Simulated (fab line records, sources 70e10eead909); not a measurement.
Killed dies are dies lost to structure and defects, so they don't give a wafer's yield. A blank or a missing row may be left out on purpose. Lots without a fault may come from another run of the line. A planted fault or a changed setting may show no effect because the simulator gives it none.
Chamber matching | flow nand_harc | NHARC_P_BONDPAD_ETCH_37 on rie_diel-02: 4 sister chambers
The step etches the open film in N2/H2, target depth 60 nm, overetch 18 nm, time 65.91 s. 18 wafers are shown with their chamber, then 9 later ones without.

WAFERS WITH THEIR CHAMBER
wafer  | chamber | drypump_motor_current_A (A) | run_length_s (s) | rf_vpp_V (V)
L714.1 | 3       | 5.8                         | 87.9             | 434.1
L714.2 | 0       | 5.5                         | 87.0             | 428.3
L714.6 | 2       | 6.2                         | 86.9             | 428.2
L713.1 | 1       | 6.0                         | 87.5             | 429.1
L713.3 | 3       | 5.8                         | 87.6             | 432.6
L713.4 | 0       | 5.5                         | 86.5             | 427.2
L718.3 | 0       | 5.6                         | 86.7             | 429.6
L718.4 | 2       | 6.1                         | 86.7             | 427.9
L718.6 | 0       | 5.6                         | 86.8             | 430.4
L719.1 | 1       | 6.0                         | 87.4             | 429.2
L719.2 | 3       | 5.8                         | 88.1             | 435.3
L719.6 | 3       | 5.8                         | 88.2             | 433.1
L722.1 | 2       | 6.2                         | 86.8             | 428.2
L722.3 | 0       | 5.6                         | 86.7             | 428.8
L722.4 | 3       | 5.8                         | 88.2             | 436.0
L727.2 | 3       | 5.8                         | 87.7             | 434.5
L727.4 | 1       | 6.0                         | 87.5             | 428.6
L727.6 | 2       | 6.2                         | 86.5             | 429.5

SIGNATURES (means of the wafers above)
reading                 | chamber 0 | chamber 1 | chamber 2 | chamber 3 | scatter within a chamber
drypump_motor_current_A | 5.560     | 6.000     | 6.175     | 5.800     | 0.0373
run_length_s            | 86.740    | 87.467    | 86.725    | 87.950    | 0.2
rf_vpp_V                | 428.860   | 428.967   | 428.450   | 434.267   | 1.07
Rule: a wafer's distance from a chamber is the root of the sum, over the readings, of the square of ((its reading less the chamber's mean) divided by the reading's scatter). The wafer belongs to the nearest chamber; if the next one is less than 2 further off, it can't be placed. The scatter: the root of (the sum of the squares of (reading less its chamber's mean) over the shown wafers, divided by (wafers less chambers)).

WAFERS WITHOUT THEIR CHAMBER
wafer  | drypump_motor_current_A (A) | run_length_s (s) | rf_vpp_V (V)
L725.2 | 6.2                         | 86.8             | 427.5
L725.4 | 5.6                         | 86.7             | 429.2
L725.5 | 5.8                         | 87.6             | 433.8
L723.1 | 6.0                         | 87.8             | 428.7
L723.2 | 6.2                         | 86.6             | 429.2
L723.3 | 5.6                         | 86.7             | 429.8
L726.1 | 6.1                         | 87.4             | 429.8
L728.3 | 5.6                         | 86.5             | 427.2
L728.6 | 5.8                         | 88.2             | 434.3

WHICH CHAMBER EACH WENT THROUGH
wafer  | from the rows above     | in truth
L725.2 | 2                       | 2
L725.4 | 0                       | 0
L725.5 | 3                       | 3
L723.1 | 1                       | 1
L723.2 | 2                       | 2
L723.3 | 0                       | 0
L726.1 | can't be placed: 1 or 2 | 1
L728.3 | 0                       | 0
L728.6 | 3                       | 3
Placed correctly: 8 of 9. Can't be placed from these rows: 1 (the true chamber is among the candidates in 1). Placed wrongly: 0.
